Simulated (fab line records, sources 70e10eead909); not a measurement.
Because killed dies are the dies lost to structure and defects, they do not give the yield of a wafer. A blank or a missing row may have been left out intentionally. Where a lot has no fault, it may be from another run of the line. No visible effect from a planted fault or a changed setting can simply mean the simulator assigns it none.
fab line records | flow nand-harc
record lots=14 wafers=42 last-day=24
route steps=1159 shown A_CONTACT@863 THIN_TSV@1129 END@1159
lots that met no fault: from a run of the same line without faults
start-h: hours from the record's opening day to when the first of the lot's shown wafers began | wait-h: hours since the lot's step before | " the same as in the row above | L1.1+2: several wafers, shown together as one row | - no value, or no start given | * or withheld: withheld | < > ~ a bound
route shown NAME@n: names a module that has steps shown in the file, with the first one's number in the route | usual: mean/standard deviation taken from wafers without a fault | same: alike in all rows | chamber/n: place in a boat | sites: the reading at each site | _std_site: standard deviation of those values | _edge_site: outer sites' mean less inner sites' | radius-mm: how far each site lies from the wafer's centre | mask NAME#n: copy n | behind: the tool/chamber that last shaped the wafer | hold: reason for holding the lot/hours on hold/outcome of the hold | device: names the non-switching transistor (n, p or np) | end of line: tests of these same wafers at the route's end | for a step that has no rows: nothing shown but its recipe | killed: not the wafer's yield, but the dies lost to structure and defects at the first sort | map: per-die view of a wafer (x killed, . not killed, _ where there is no die)
set.NAME: setting as actually run; set.NAME@STEP: the setting as run at that earlier step | model.NAME: the simulator's own value behind a step, which no gauge read
steps of the route over a sample of lots; a table a step, a row a wafer
services: from which hour (start-h, from the record's first day; less than 0 if before it) a tool's chamber was out of use, for how many hours, and why
## steps
# step NHARC_A_CONTACT_ETCH_112
# recipe source-w=withheld pressure-mtorr=20 bias-v=3000 time-s=94 target-depth-a=9220 ar-flow-sccm=withheld c4f8-flow-sccm=withheld o2-flow-sccm=withheld chemistry=C4F8/O2/Ar
# columns lot.wafer tool chamber start-h wait-h rf-hours-counter-h
L323.2 har-cap-etch-01 0 370.34 0.1 54
L323.4 " 0 " " -
L323.5 " 1 " " -
L324.4 har-cap-etch-02 1 374.80 0.1 -
L324.3 " 0 " " -
L324.6 " 1 " " -
L325.2 har-cap-etch-01 0 392.14 0.2 58
L325.4 " 0 " " -
L325.5 " 0 " " -
L326.2 har-cap-etch-01 1 401.24 0.2 60
L326.1 " 0 " " 60
L326.4 " 1 " " -
L329.4 har-cap-etch-03 0 408.87 0.1 -
L329.3 " 1 " " -
L329.5 " 0 " " -
L328.1 har-cap-etch-03 0 415.13 0.1 84
L328.5 " 1 " " -
L328.6 " 0 " " -
L332.1 har-cap-etch-02 1 425.73 0.1 19
L332.3 " 1 " " -
L332.5 " 0 " " -
L333.1 har-cap-etch-02 0 429.69 0.1 20
L333.3 " 0 " " -
L333.6 " 1 " " -
L334.3 har-cap-etch-01 1 439.11 0.1 -
L334.4 " 0 " " -
L334.5 " 0 " " -
L335.2 har-cap-etch-01 0 445.02 0.2 69
L335.4 " 0 " " -
L335.6 " 1 " " -
L336.2 har-cap-etch-02 0 449.27 0.2 24
L336.5 " 0 " " -
L336.6 " 1 " " -
L343.1 har-cap-etch-02 0 488.53 0.2 29
L343.5 " 1 " " -
L343.6 " 0 " " -
L344.1 har-cap-etch-02 1 498.51 0.3 32
L344.4 " 1 " " -
L344.5 " 1 " " -
L346.2 har-cap-etch-02 1 504.08 0.3 33
L346.1 " 0 " " 33
L346.4 " 1 " " -
# step NHARC_THIN_TSV_PVD_19
# recipe target-thk-a=200 chamber-pressure-pa=5 material=TaN
# usual throttle-valve-pct=30.0/0.72
# columns lot.wafer tool chamber start-h wait-h throttle-valve-pct
L323.4 pvd-sputter-01 - - - 29.9
L323.2 " - " " 30.0
L323.5 " - " " 28.8
L324.3 pvd-sputter-03 - - - 29.9
L324.4 " - " " 32.1
L324.6 " - " " 30.0
L325.4 pvd-sputter-03 - - - 29.3
L325.2 " - " " 30.0
L325.5 " - " " 30.1
L326.2 pvd-sputter-01 - - - 29.2
L326.1 " - " " 29.7
L326.4 " - " " 29.9
L329.4 pvd-sputter-01 - - - 29.3
L329.3 " - " " 30.2
L329.5 " - " " 29.1
L328.1 pvd-sputter-02 - - - 28.4
L328.5 " - " " 30.2
L328.6 " - " " 28.5
L332.3 pvd-sputter-01 - - - 29.6
L332.1 " - " " 29.3
L332.5 " - " " 30.1
L333.1 pvd-sputter-02 - - - 28.6
L333.3 " - " " 30.7
L333.6 " - " " 30.7
L334.3 pvd-sputter-01 - - - 29.9
L334.4 " - " " 29.2
L334.5 " - " " 29.9
L335.2 pvd-sputter-03 - - - 30.4
L335.4 " - " " 29.6
L335.6 " - " " 30.1
L336.2 pvd-sputter-01 - - - 30.2
L336.5 " - " " 29.4
L336.6 " - " " 30.1
L343.1 pvd-sputter-03 - - - 29.5
L343.6 " - " " 30.5
L343.5 " - " " 30.4
L344.1 pvd-sputter-01 - - - 29.8
L344.4 " - " " 29.8
L344.5 " - " " 31.2
L346.1 pvd-sputter-01 - - - 30.1
L346.2 " - " " 31.0
L346.4 " - " " 30.5
# step NHARC_THIN_TSV_DEGAS_53
# recipe temp-c=300 time-s=60
# usual heater-power-w=485/34
# columns lot.wafer tool chamber start-h wait-h heater-power-w
L323.4 pvd-sputter-03 - 437.90 0.1 492
L323.2 " - " " 468
L323.5 " - " " 506
L324.4 pvd-sputter-02 - 442.85 0.1 474
L324.3 " - " " 506
L324.6 " - " " 466
L325.2 pvd-sputter-02 - 452.44 0.1 517
L325.4 " - " " 480
L325.5 " - " " 515
L326.1 pvd-sputter-01 - 459.93 0.1 487
L326.2 " - " " 488
L326.4 " - " " 405
L329.4 pvd-sputter-02 - 466.43 0.1 488
L329.3 " - " " 460
L329.5 " - " " 514
L328.1 pvd-sputter-01 - 469.49 0.1 488
L328.6 " - " " 408
L328.5 " - " " 489
L332.3 pvd-sputter-01 - 486.96 0.1 475
L332.1 " - " " 479
L332.5 " - " " 417
L333.3 pvd-sputter-02 - 489.21 0.1 523
L333.1 " - " " 472
L333.6 " - " " 540
L334.4 pvd-sputter-03 - 496.56 0.1 483
L334.3 " - " " 499
L334.5 " - " " 485
L335.2 pvd-sputter-02 - 497.26 0.1 510
L335.4 " - " " 533
L335.6 " - " " 519
L336.2 pvd-sputter-02 - 504.43 0.1 472
L336.5 " - " " 549
L336.6 " - " " 483
L343.1 pvd-sputter-02 - 550.16 0.1 471
L343.5 " - " " 461
L343.6 " - " " 540
L344.4 pvd-sputter-03 - 555.47 0.1 490
L344.1 " - " " 487
L344.5 " - " " 488
L346.2 pvd-sputter-03 - 562.38 0.1 512
L346.1 " - " " 438
L346.4 " - " " 502
# step NHARC_THIN_TSV_STRIP_56
# recipe power-w=1500 temp-c=250 chemistry=O2
# usual drypump-motor-current-A=5.6/0.41 heater-power-w=304/19
# columns lot.wafer tool chamber start-h wait-h drypump-motor-current-A heater-power-w rf-hours-counter-h
L323.2 plasma-asher-01 1 439.73 0.1 5.3 319 54
L323.4 " 1 " " 5.3 310 -
L323.5 " 1 " " 5.3 322 -
L324.4 plasma-asher-01 0 444.84 0.3 6.0 342 -
L324.3 " 1 " " 5.3 315 -
L324.6 " 0 " " 6.1 330 -
L325.2 plasma-asher-02 0 454.28 0.1 5.1 289 29
L325.4 " 0 " " 5.1 285 -
L325.5 " 0 " " 5.1 286 -
L326.1 plasma-asher-02 1 461.72 0.1 6.0 282 34
L326.2 " 0 " " 5.1 284 34
L326.4 " 0 " " 5.1 288 -
L329.4 plasma-asher-01 0 468.26 0.2 6.1 331 -
L329.3 " 1 " " 5.3 297 -
L329.5 " 0 " " 6.1 326 -
L328.1 plasma-asher-02 1 471.44 0.3 6.0 280 39
L328.6 " 0 " " 5.1 280 -
L328.5 " 1 " " 6.0 293 -
L332.1 plasma-asher-01 1 488.76 0.1 5.3 303 9
L332.3 " 1 " " 5.3 302 -
L332.5 " 1 " " 5.3 306 -
L333.1 plasma-asher-01 1 490.85 0.1 5.3 307 10
L333.3 " 1 " " 5.3 310 -
L333.6 " 0 " " 6.0 324 -
L334.4 plasma-asher-02 0 498.44 0.2 5.1 284 -
L334.3 " 1 " " 6.0 286 -
L334.5 " 0 " " 5.1 292 -
L335.2 plasma-asher-01 0 499.27 0.1 6.0 321 14
L335.4 " 1 " " 5.3 299 -
L335.6 " 1 " " 5.3 306 -
L336.2 plasma-asher-01 0 506.07 0.1 6.0 325 15
L336.6 " 0 " " 6.1 320 -
L336.5 " 1 " " 5.3 305 -
L343.1 plasma-asher-01 0 552.09 0.2 6.0 330 32
L343.5 " 1 " " 5.3 302 -
L343.6 " 0 " " 6.1 341 -
L344.1 plasma-asher-01 1 557.21 0.1 5.3 311 34
L344.4 " 0 " " 6.0 331 -
L344.5 " 0 " " 6.0 325 -
L346.1 plasma-asher-02 0 564.32 0.1 5.1 277 6
L346.2 " 1 " " 6.0 284 6
L346.4 " 0 " " 5.1 278 -
# step NHARC_END_SORT_01
# recipe temp-c=25
# usual killed-at-array=27/11 killed-at-other=0.8/1.4 killed-at-periphery=3.3/2 killed-dies=31/11 killed-open=3.4/1.8 killed-short=2.1/1.3
# same gross-dies=677
# columns lot.wafer tool chamber start-h wait-h killed-at-array killed-at-other killed-at-periphery killed-dies killed-open killed-short
L323.2 prober-01 0 454.37 2.8 20 0 6 26 4 3
L323.4 prober-01 0 455.97 3.4 27 0 2 29 3 2
L323.5 prober-01 0 456.78 3.7 28 0 2 30 3 1
L324.3 prober-01 0 462.97 3.1 28 1 2 31 2 5
L324.4 prober-01 0 463.76 3.4 29 1 3 33 4 2
L324.6 prober-01 0 465.35 4.0 24 2 1 27 4 1
L326.1 prober-02 0 470.40 2.5 18 0 5 23 4 5
L326.2 prober-02 0 471.21 2.8 22 0 1 23 5 4
L326.4 prober-02 0 472.84 3.5 20 0 6 26 7 3
L328.1 prober-01 0 484.78 2.5 29 0 1 30 3 1
L328.5 prober-01 0 487.99 3.7 33 0 2 35 1 5
L328.6 prober-01 0 488.80 4.0 22 0 5 27 6 0
L332.1 prober-01 0 496.81 2.5 55 0 1 56 3 2
L332.3 prober-01 0 498.41 3.1 33 1 1 35 1 2
L332.5 prober-01 0 500.01 3.7 32 0 3 35 4 2
L333.1 prober-02 0 504.64 2.5 23 0 5 28 3 3
L333.3 prober-02 0 506.23 3.1 20 0 6 26 4 1
L333.6 prober-02 0 508.61 4.0 25 0 4 29 4 0
L334.3 prober-01 0 508.25 3.1 20 0 2 22 3 2
L334.4 prober-01 0 509.05 3.4 12 2 6 20 5 2
L334.5 prober-01 0 509.84 3.7 13 0 6 19 1 3
L335.2 prober-02 0 513.19 2.8 45 0 1 46 3 2
L335.4 prober-02 0 514.79 3.4 38 0 4 42 3 2
L335.6 prober-02 0 516.39 4.0 40 0 1 41 2 2
L336.2 prober-02 0 521.00 2.8 14 1 4 19 3 5
L336.5 prober-02 0 523.42 3.7 20 0 0 20 3 3
L336.6 prober-02 0 524.23 4.0 15 0 4 19 6 4
L343.1 prober-01 0 560.19 2.6 72 0 2 74 1 1
L343.5 prober-01 0 563.38 3.7 88 1 3 92 2 3
L343.6 prober-01 0 564.17 4.0 76 0 2 78 3 0
L344.1 prober-02 0 567.99 2.5 84 0 4 88 5 2
L344.4 prober-02 0 570.44 3.4 80 1 4 85 2 3
L344.5 prober-02 0 571.25 3.8 90 1 2 93 5 1
L346.1 prober-01 0 575.88 2.5 49 0 6 55 2 1
L346.2 prober-01 0 576.68 2.8 67 0 2 69 3 0
L346.4 prober-01 0 578.29 3.4 69 1 2 72 5 1
# killed by level:class
L323.2 A_CHANNEL_HOLE_D1:chamber-film-flake=12 A_SLIT:chamber-film-flake=4 P_M2:chamber-film-flake=2 P_GATE:geometric-particle:short=1 P_GATE:geometric-particle:open=1 P_CONTACT:geometric-particle:open=1 P_M1:geometric-particle:open=1 A_ONON_D1:geometric-particle:short=1
L323.4 A_CHANNEL_HOLE_D1:chamber-film-flake=11 A_STAIRCASE:chamber-film-flake=4 A_SLIT:chamber-film-flake=4 A_CONTACT:chamber-film-flake=3 P_M2:chamber-film-flake=2 A_CHANNEL_FILL_D1:geometric-particle:open=1 A_STAIRCASE:geometric-particle:short=1 A_SGD_CUT:geometric-particle:open=1
L323.5 A_CHANNEL_HOLE_D1:chamber-film-flake=11 A_STAIRCASE:chamber-film-flake=6 A_SLIT:chamber-film-flake=6 P_M0:geometric-particle:open=1 A_ONON_D1:geometric-particle:open=1 A_CHANNEL_FILL_D1:geometric-particle:short=1 A_M0:geometric-particle:open=1 P_STI:chamber-film-flake=1
L324.3 A_CHANNEL_HOLE_D1:chamber-film-flake=15 A_ZERO_WELL:chamber-film-flake=2 A_STAIRCASE:chamber-film-flake=2 A_WL_FILL:chamber-film-flake=2 P_M1:geometric-particle:open=1 P_M1:geometric-particle:short=1 A_SOURCE_PLATE:geometric-particle:short=1 A_SOURCE_PLATE:geometric-particle:open=1
L324.4 A_CHANNEL_HOLE_D1:chamber-film-flake=15 A_STAIRCASE:chamber-film-flake=3 A_ZERO_WELL:chamber-film-flake=2 A_WL_FILL:chamber-film-flake=2 A_CONTACT:chamber-film-flake=2 P_M1:geometric-particle:open=1 P_M2:geometric-particle:open=1 A_CHANNEL_HOLE_D1:geometric-particle:short=1
L324.6 A_CHANNEL_HOLE_D1:chamber-film-flake=12 A_STAIRCASE:chamber-film-flake=3 A_ONON_D1:geometric-particle:open=2 A_SLIT:chamber-film-flake=2 A_WL_FILL:chamber-film-flake=2 THIN_TSV:chamber-film-flake=2 A_CHANNEL_HOLE_D1:geometric-particle:open=1 A_CONTACT:geometric-particle:short=1
L326.1 A_SLIT:chamber-film-flake=7 P_ZERO_WELL:chamber-film-flake=2 A_CONTACT:chamber-film-flake=2 P_GATE:geometric-particle:short=1 P_M1:geometric-particle:short=1 P_M2:geometric-particle:open=1 A_SOURCE_PLATE:geometric-particle:short=1 A_ONON_D1:geometric-particle:short=1
L326.2 A_SLIT:chamber-film-flake=10 A_CONTACT:chamber-film-flake=2 A_ONON_D1:geometric-particle:short=1 A_CHANNEL_FILL_D1:geometric-particle:short=1 A_SGD_CUT:geometric-particle:open=1 A_WL_FILL:geometric-particle:short=1 A_WL_FILL:geometric-particle:open=1 A_CONTACT:geometric-particle:open=1
L326.4 A_SLIT:chamber-film-flake=6 A_ZERO_WELL:chamber-film-flake=3 A_CHANNEL_FILL_D1:geometric-particle:short=2 A_CHANNEL_HOLE_D1:chamber-film-flake=2 P_GATE:geometric-particle:open=1 P_CONTACT:geometric-particle:open=1 P_M0:geometric-particle:open=1 A_CHANNEL_HOLE_D1:geometric-particle:open=1
L328.1 A_CHANNEL_HOLE_D1:chamber-film-flake=19 A_CONTACT:chamber-film-flake=3 A_CONTACT:geometric-particle:open=2 A_STAIRCASE:chamber-film-flake=2 A_ONON_D1:geometric-particle:open=1 A_CONTACT:geometric-particle:short=1 P_M0:chamber-film-flake=1 A_WL_FILL:chamber-film-flake=1
L328.5 A_CHANNEL_HOLE_D1:chamber-film-flake=19 A_CONTACT:chamber-film-flake=7 A_WL_FILL:geometric-particle:short=4 A_CONTACT:geometric-particle:short=1 A_M0:geometric-particle:open=1 P_STI:chamber-film-flake=1 P_GATE:chamber-film-flake=1 A_STAIRCASE:chamber-film-flake=1
L328.6 A_CHANNEL_HOLE_D1:chamber-film-flake=11 P_M0:chamber-film-flake=3 A_STAIRCASE:chamber-film-flake=3 A_CONTACT:geometric-particle:open=2 A_CONTACT:chamber-film-flake=2 P_M0:geometric-particle:open=1 A_CHANNEL_FILL_D1:geometric-particle:open=1 A_BLC:geometric-particle:open=1
L332.1 A_CHANNEL_HOLE_D1:chamber-film-flake=21 A_SLIT:chamber-film-flake=15 A_WL_FILL:chamber-film-flake=6 A_STAIRCASE:chamber-film-flake=5 A_CHANNEL_FILL_D1:chamber-film-flake=3 P_STI:geometric-particle:open=1 A_CHANNEL_FILL_D1:geometric-particle:short=1 A_SGD_CUT:geometric-particle:open=1
L332.3 A_SLIT:chamber-film-flake=14 A_CHANNEL_HOLE_D1:chamber-film-flake=8 A_STAIRCASE:chamber-film-flake=6 A_WL_FILL:chamber-film-flake=2 P_STI:geometric-particle:short=1 A_SGD_CUT:geometric-particle:short=1 STARTING-WAFER:geometric-particle:open=1 A_CHANNEL_FILL_D1:chamber-film-flake=1
L332.5 A_SLIT:chamber-film-flake=13 A_CHANNEL_HOLE_D1:chamber-film-flake=8 A_STAIRCASE:chamber-film-flake=4 A_CHANNEL_FILL_D1:chamber-film-flake=2 P_STI:geometric-particle:short=1 P_GATE:geometric-particle:short=1 P_M0:geometric-particle:open=1 A_SOURCE_PLATE:geometric-particle:open=1
L333.1 A_SLIT:chamber-film-flake=8 P_BONDPAD:chamber-film-flake=4 A_CONTACT:chamber-film-flake=3 A_CONTACT:geometric-particle:open=2 A_CHANNEL_HOLE_D1:chamber-film-flake=2 A_CHANNEL_HOLE_D1:geometric-particle:short=1 A_WL_FILL:geometric-particle:open=1 A_CONTACT:geometric-particle:short=1
L333.3 A_SLIT:chamber-film-flake=6 P_BONDPAD:chamber-film-flake=5 A_SGD_CUT:chamber-film-flake=4 A_M0:geometric-particle:open=2 A_CHANNEL_HOLE_D1:chamber-film-flake=2 A_CONTACT:chamber-film-flake=2 A_SOURCE_PLATE:geometric-particle:short=1 A_CONTACT:geometric-particle:open=1
L334.3 A_CHANNEL_HOLE_D1:chamber-film-flake=5 A_STAIRCASE:chamber-film-flake=5 A_CONTACT:chamber-film-flake=4 P_GATE:geometric-particle:open=1 A_CHANNEL_FILL_D1:geometric-particle:short=1 A_CONTACT:geometric-particle:open=1 A_M0:geometric-particle:open=1 A_M0:geometric-particle:short=1
L333.6 A_SLIT:chamber-film-flake=13 P_BONDPAD:chamber-film-flake=3 A_SGD_CUT:chamber-film-flake=3 A_CONTACT:geometric-particle:open=2 A_CONTACT:chamber-film-flake=2 P_GATE:geometric-particle:open=1 A_M1:geometric-particle:open=1 A_CHANNEL_HOLE_D1:chamber-film-flake=1
L334.4 P_BONDPAD:chamber-film-flake=3 A_CHANNEL_FILL_D1:chamber-film-flake=3 A_CONTACT:chamber-film-flake=3 THIN_TSV:chamber-film-flake=2 P_GATE:geometric-particle:open=1 P_CONTACT:geometric-particle:open=1 P_M0:geometric-particle:open=1 A_ONON_D1:geometric-particle:short=1
L334.5 P_BONDPAD:chamber-film-flake=3 A_CHANNEL_HOLE_D1:chamber-film-flake=3 A_CHANNEL_FILL_D1:chamber-film-flake=3 A_STAIRCASE:chamber-film-flake=2 A_SGD_CUT:chamber-film-flake=2 A_CONTACT:chamber-film-flake=2 P_STI:geometric-particle:short=1 P_CONTACT:geometric-particle:short=1
L335.2 A_CHANNEL_HOLE_D1:chamber-film-flake=14 A_SLIT:chamber-film-flake=13 A_SGD_CUT:chamber-film-flake=5 A_BONDPAD:chamber-film-flake=5 A_CONTACT:chamber-film-flake=3 A_ONON_D1:geometric-particle:open=1 A_CHANNEL_FILL_D1:geometric-particle:short=1 A_CHANNEL_FILL_D1:geometric-particle:open=1
L335.4 A_CHANNEL_HOLE_D1:chamber-film-flake=17 A_SLIT:chamber-film-flake=13 A_BONDPAD:chamber-film-flake=2 P_STI:geometric-particle:open=1 A_CHANNEL_FILL_D1:geometric-particle:open=1 A_SGD_CUT:geometric-particle:short=1 A_WL_FILL:geometric-particle:short=1 A_BLC:geometric-particle:open=1
L335.6 A_CHANNEL_HOLE_D1:chamber-film-flake=17 A_SLIT:chamber-film-flake=9 A_BONDPAD:chamber-film-flake=5 A_SGD_CUT:chamber-film-flake=2 A_CONTACT:chamber-film-flake=2 A_SOURCE_PLATE:geometric-particle:open=1 A_SGD_CUT:geometric-particle:short=1 A_BLC:geometric-particle:open=1
L336.2 A_CHANNEL_HOLE_D1:chamber-film-flake=3 A_CONTACT:chamber-film-flake=3 P_ZERO_WELL:chamber-film-flake=2 A_CHANNEL_FILL_D1:chamber-film-flake=2 P_STI:geometric-particle:short=1 P_GATE:geometric-particle:open=1 A_CHANNEL_FILL_D1:geometric-particle:open=1 A_CHANNEL_FILL_D1:geometric-particle:short=1
L336.5 A_CHANNEL_HOLE_D1:chamber-film-flake=5 A_CONTACT:chamber-film-flake=3 A_STAIRCASE:chamber-film-flake=2 A_WL_FILL:chamber-film-flake=2 A_ONON_D1:geometric-particle:open=1 A_CHANNEL_FILL_D1:geometric-particle:short=1 A_WL_FILL:geometric-particle:short=1 A_WL_FILL:geometric-particle:open=1
L336.6 A_CHANNEL_HOLE_D1:chamber-film-flake=3 A_CONTACT:chamber-film-flake=3 A_CONTACT:geometric-particle:open=2 A_M0:geometric-particle:short=2 A_CHANNEL_FILL_D1:chamber-film-flake=2 P_STI:geometric-particle:short=1 P_GATE:geometric-particle:open=1 P_CONTACT:geometric-particle:open=1
L343.1 A_CONTACT:unspecified=34 A_CHANNEL_HOLE_D1:chamber-film-flake=15 A_SLIT:chamber-film-flake=11 A_STAIRCASE:chamber-film-flake=6 P_GATE:chamber-film-flake=2 A_WL_FILL:chamber-film-flake=2 A_CONTACT:chamber-film-flake=2 A_CHANNEL_HOLE_D1:geometric-particle:short=1
L343.5 A_CONTACT:unspecified=56 A_CHANNEL_HOLE_D1:chamber-film-flake=16 A_SLIT:chamber-film-flake=6 A_STAIRCASE:chamber-film-flake=3 A_CONTACT:chamber-film-flake=2 P_CONTACT:geometric-particle:short=1 A_CHANNEL_FILL_D1:geometric-particle:short=1 A_CONTACT:geometric-particle:open=1
L343.6 A_CONTACT:unspecified=34 A_CHANNEL_HOLE_D1:chamber-film-flake=20 A_SLIT:chamber-film-flake=14 A_STAIRCASE:chamber-film-flake=5 A_CONTACT:geometric-particle:open=3 P_GATE:chamber-film-flake=2
L344.1 A_CONTACT:unspecified=53 A_SLIT:chamber-film-flake=17 A_STAIRCASE:chamber-film-flake=5 P_GATE:chamber-film-flake=3 A_CHANNEL_HOLE_D1:chamber-film-flake=3 P_M1:geometric-particle:short=1 A_ONON_D1:geometric-particle:short=1 A_CHANNEL_FILL_D1:geometric-particle:open=1
L344.4 A_CONTACT:unspecified=61 A_SLIT:chamber-film-flake=6 A_STAIRCASE:chamber-film-flake=6 A_CHANNEL_FILL_D1:geometric-particle:short=2 P_GATE:chamber-film-flake=2 A_CONTACT:chamber-film-flake=2 P_M0:geometric-particle:open=1 A_WL_FILL:geometric-particle:short=1
L344.5 A_CONTACT:unspecified=55 A_SLIT:chamber-film-flake=21 A_STAIRCASE:chamber-film-flake=5 A_ONON_D1:geometric-particle:open=3 A_CHANNEL_HOLE_D1:chamber-film-flake=3 P_CONTACT:geometric-particle:open=1 A_SOURCE_PLATE:geometric-particle:open=1 A_CHANNEL_HOLE_D1:geometric-particle:short=1
L346.1 A_CONTACT:unspecified=36 A_CHANNEL_HOLE_D1:chamber-film-flake=8 P_ZERO_WELL:chamber-film-flake=2 A_STAIRCASE:chamber-film-flake=2 P_STI:geometric-particle:short=1 P_CONTACT:geometric-particle:open=1 P_M0:geometric-particle:open=1 P_STI:chamber-film-flake=1
L346.2 A_CONTACT:unspecified=54 A_CHANNEL_HOLE_D1:chamber-film-flake=5 A_CONTACT:chamber-film-flake=3 A_M1:chamber-film-flake=2 P_CONTACT:geometric-particle:open=1 A_CHANNEL_HOLE_D1:geometric-particle:open=1 A_M0:geometric-particle:open=1 P_ZERO_WELL:chamber-film-flake=1
L346.4 A_CONTACT:unspecified=60 A_CHANNEL_HOLE_D1:chamber-film-flake=3 A_CONTACT:chamber-film-flake=2 P_M0:geometric-particle:open=1 P_M2:geometric-particle:open=1 A_SGD_CUT:geometric-particle:short=1 A_CONTACT:geometric-particle:open=1 A_M0:geometric-particle:open=1
## services
# columns tool chamber start-h hours kind
har-cap-etch-01 - 346.71 10.3 repair
plasma-asher-02 - 360.32 9.0 pm
plasma-asher-02 0 360.32 9.0 vent-cycle
plasma-asher-02 1 360.32 9.0 vent-cycle
har-cap-etch-03 - 365.53 5.1 repair
plasma-asher-02 0 369.32 - clean
plasma-asher-02 1 369.32 - clean
pvd-sputter-03 - 374.75 2.1 repair
pvd-sputter-02 - 392.00 10.0 pm
har-cap-etch-01 - 398.89 0.1 repair
har-cap-etch-02 - 407.55 0.5 repair
pvd-sputter-03 - 442.30 5.5 repair
plasma-asher-01 - 453.57 9.0 pm
plasma-asher-01 0 453.57 9.0 vent-cycle
plasma-asher-01 1 453.57 9.0 vent-cycle
pvd-sputter-03 - 458.00 10.0 pm
plasma-asher-01 0 462.57 - clean
plasma-asher-01 1 462.57 - clean
plasma-asher-01 - 470.49 1.7 repair
pvd-sputter-01 - 514.00 10.0 pm
har-cap-etch-01 - 535.31 1.9 repair
plasma-asher-02 - 537.32 9.0 pm
har-cap-etch-03 - 545.00 17.0 pm
pvd-sputter-02 - 555.78 1.7 repair
## key
first-sign step=NHARC_END_SORT_01 reading=killed-at-array direction=up sigmas=4.5 usual=27 struck=75
effect step=NHARC_END_SORT_01 reading=killed-dies direction=up sigmas=4.4 usual=31 struck=78
more-kills-born-at NHARC_A_CONTACT_ETCH_112@har-cap-etch-02=442
met-at NHARC_A_CONTACT_ETCH_112
struck-lots L343,L344,L346
tester-left-out L343,L344,L346
not-acting-at NHARC_THIN_TSV_PVD_19,NHARC_THIN_TSV_DEGAS_53,NHARC_THIN_TSV_STRIP_56
onset-between 449.27 488.53
also-fits time
fault kind=chamber-particle-source tool=har-cap-etch-02 chamber=- onset-h=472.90 steps=NHARC_A_CONTACT_ETCH_112 rate-per-visit-cm2=0.86872 end-h=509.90
# tester-left-out: of these lots the tester's yield and bins aren't shown, on N5 and GAA mostly nor the transistor test; their killed dies are dies lost to structure and defects alone, not to doping, threshold or leakage, so they don't give the yield
